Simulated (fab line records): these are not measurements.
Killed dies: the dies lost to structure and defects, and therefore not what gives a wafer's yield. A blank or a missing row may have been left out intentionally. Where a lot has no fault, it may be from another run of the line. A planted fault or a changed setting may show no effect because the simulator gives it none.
Comparing a struck lot with a sound one ; flow n5 finfet ; 41 out of 1938 route steps
Sound: these wafers, L831.1, L831.3, L831.6. Struck: wafer L836.2 (left out: L836.6, a lot-mate that was not struck); the cause follows at the end.
For every step that has rows: the tool of each side, followed by ch and its chambers, followed by its first start. Under that, the readings that differ: sound wafers ; struck wafers ; difference of the means ; sigmas: that difference in standard deviations of wafers without a fault.
alike: readings whose means differ by less than 2 such deviations, and words and numbers that are the same on both sides. not compared: withheld readings, readings that some wafer has no value for, bounds like >300 that may hide the same value, and numbers for which the record gives no deviation and whose values overlap.
A row with sigmas, a row that says differs or no value, or rows on one side alone: a step with any of these is where the two part. Non-overlapping numbers with no deviation appear without sigmas and do not part them. A reading missing from all wafers of one side parts the sides only when that side holds two or more wafers.

first, 12 steps without rows for these wafers: N5_SD_EPI_N_STRIP_36 (strips in N2/H2); N5_SD_EPI_N_ETCHBACK_44 (etches SiNx in CH3F/O2, stops on SiO2, target depth 14.5 nm); N5_SD_EPI_N_ETCH_45 (etches SiOCN in CH3F/O2, target depth 6 nm); N5_SD_EPI_N_ETCH_16 (etches SiO2 in CHF3/O2, target depth 5 nm); N5_SD_EPI_N_STRIP_47 (strips in CHF3/O2); N5_SD_EPI_N_SD_RECESS_17 (chemistry HBr/Cl2/O2, target depth 41 nm, time 23.7 s, bt time 3 s); N5_SD_EPI_N_STRIP_38 (strips in N2/H2); N5_SD_EPI_N_WET_ETCH_43 (etches SiO2 in dHF, time 14 s, target depth 1.5 nm); N5_SD_EPI_N_STRIP_18 (strips in SPM, time 750 s); N5_SD_EPI_N_SRD_20 (time 30 s); N5_SD_EPI_N_PRECLEAN_48 (cleans in NF3:NH3, afs cycles 2, time 20 s, sublimation time 60 s); N5_SD_EPI_N_VAPOR_ETCH_50 (etches Si in HCl, time 54 s).
N5_SD_EPI_N_EPI_21: deposits Si:P, time 690 s.
  sound on epi rpcvd-03 ch 0, day 3 08:47; struck on epi rpcvd-03 ch 0, day 4 20:25
reading;sound;struck;difference;sigmas
epi growth time s (s);690 690 690;994.84;+304.84;
model.Si-P_of_SD_EPI_N_EPI_21.thk nm (nm);58.8 60 58.6;75.6;+16.5;
N5_SD_EPI_N_EPI_MEAS_23:
  sound: film metro-01 at day 3 10:29; struck: film metro-01 at day 4 21:51
reading;sound;struck;difference;sigmas
thk nm (nm);57.5 60.1 59.0;75.8;+16.9;+14
then, 24 steps without rows for these wafers: N5_SD_EPI_N_PRECLEAN_24 (cleans in O3/DIW, time 60 s); N5_SD_EPI_N_SRD_25 (time 30 s); N5_SD_EPI_N_PRECLEAN_49 (cleans in NF3:NH3, afs cycles 1, time 20 s, sublimation time 60 s); N5_SD_EPI_N_LINER_46 (material SiNx, target thk 3 nm); N5_SD_EPI_P_COAT_34 (time 60 s, resist thk 350 nm); N5_SD_EPI_P_COAT_35 (time 60 s, resist thk 35 nm); N5_SD_EPI_P_COAT_03 (resist thk 150 nm); N5_SD_EPI_P_EBR_05; N5_SD_EPI_P_SOFTBAKE_04 (time 60 s); N5_SD_EPI_P_EXPOSE_06 (exposes mask SD P BLK, target cd 240 nm); N5_SD_EPI_P_PEB_07 (peb time 60 s); N5_SD_EPI_P_DEVELOP_08 (develop time 30 s); N5_SD_EPI_P_DESCUM_14 (chemistry O2, time 7.9 s); N5_SD_EPI_P_ETCH_36 (etches SiARC in CF4, target depth 45.5 nm, time 75.8 s); N5_SD_EPI_P_ETCH_37 (etches SOC in N2/H2, overetch 108 nm, time 486 s); N5_SD_EPI_P_STRIP_38 (strips in N2/H2); N5_SD_EPI_P_ETCHBACK_46 (etches SiNx in CH3F/O2, stops on SiO2, target depth 17.5 nm); N5_SD_EPI_P_ETCH_47 (etches SiOCN in CH3F/O2, target depth 25 nm); N5_SD_EPI_P_ETCH_16 (etches SiO2 in CHF3/O2, target depth 5 nm); N5_SD_EPI_P_STRIP_50 (strips in CHF3/O2); N5_SD_EPI_P_SD_RECESS_17 (chemistry HBr/Cl2/O2, target depth 39.1 nm, bt time 3 s); N5_SD_EPI_P_WET_ETCH_45 (etches SiO2 in dHF, time 10.7 s, target depth 2 nm, rinse time 30 s); N5_SD_EPI_P_STRIP_40 (strips in N2/H2); N5_SD_EPI_P_PRECLEAN_52 (cleans in O3/DIW, time 60 s).
N5_SD_ACTIVATION_RS_MEAS_03: measurement is done with a four-point probe.
  sound: film metro-01 at day 3 16:00; struck: film metro-02 at day 5 04:04
reading;sound;struck;difference;sigmas
RS_SD_N (ohm/sq);21.94 21.48 21.99;16.97;-4.83;-19
  alike: RS_SD_P
N5_MOL_CONTACT_COAG_ETCH_15: etches SiNx in CH3F/O2, stops on Si:P, target depth 7 nm.
  sound on rie diel-02 ch 0,3, day 4 23:59; struck on rie diel-01 ch 0, day 6 11:13
reading;sound;struck;difference;sigmas
model.Si-P_of_SD_EPI_N_EPI_21.thk nm (nm);58 59.2 57.8;74.6;+16.3;
  alike: drypump motor current A, oes product au, rf vpp V, showerhead plenum p Torr, throttle valve pct
  not compared: rf hours counter h
-- the record jumps here: 4 days lie between the struck wafers' starts before and after (it left off in module MOL_CONTACT_COAG and takes up again in module BEOL_M4, whose first step shown is number 1111 of the route) --
N5_BEOL_M4_RC_MEAS_101:
  sound on prober-01 ch 0, day 8 03:00; struck on prober-02 ch 0, day 10 03:53
reading;sound;struck;difference;sigmas
DIBL_N (mV/V);39.1 38.7 39.5;35.6;-3.5;-2
DIBL_P (mV/V);38.6 37.9 38.2;33.8;-4.4;-3
IOFF_P (nA/um);0.27 0.26 0.26;0.18;-0.08;-3
RS_SD_N (ohm/sq);28.7 27.7 28.7;22.2;-6.2;-18
SS_N (mV/dec);72.0 71.2 71.5;70.5;-1.1;-2
VT_P (mV);-246 -248 -243;-253;-7;-2
  alike: IOFF_N, ION_N, ION_P, SS_P, VT_N

## WHERE THEY PART
Last at N5_BEOL_M4_RC_MEAS_101 as far as this record goes, first at N5_SD_EPI_N_EPI_MEAS_23.

WHY: whatever the simulator had introduced
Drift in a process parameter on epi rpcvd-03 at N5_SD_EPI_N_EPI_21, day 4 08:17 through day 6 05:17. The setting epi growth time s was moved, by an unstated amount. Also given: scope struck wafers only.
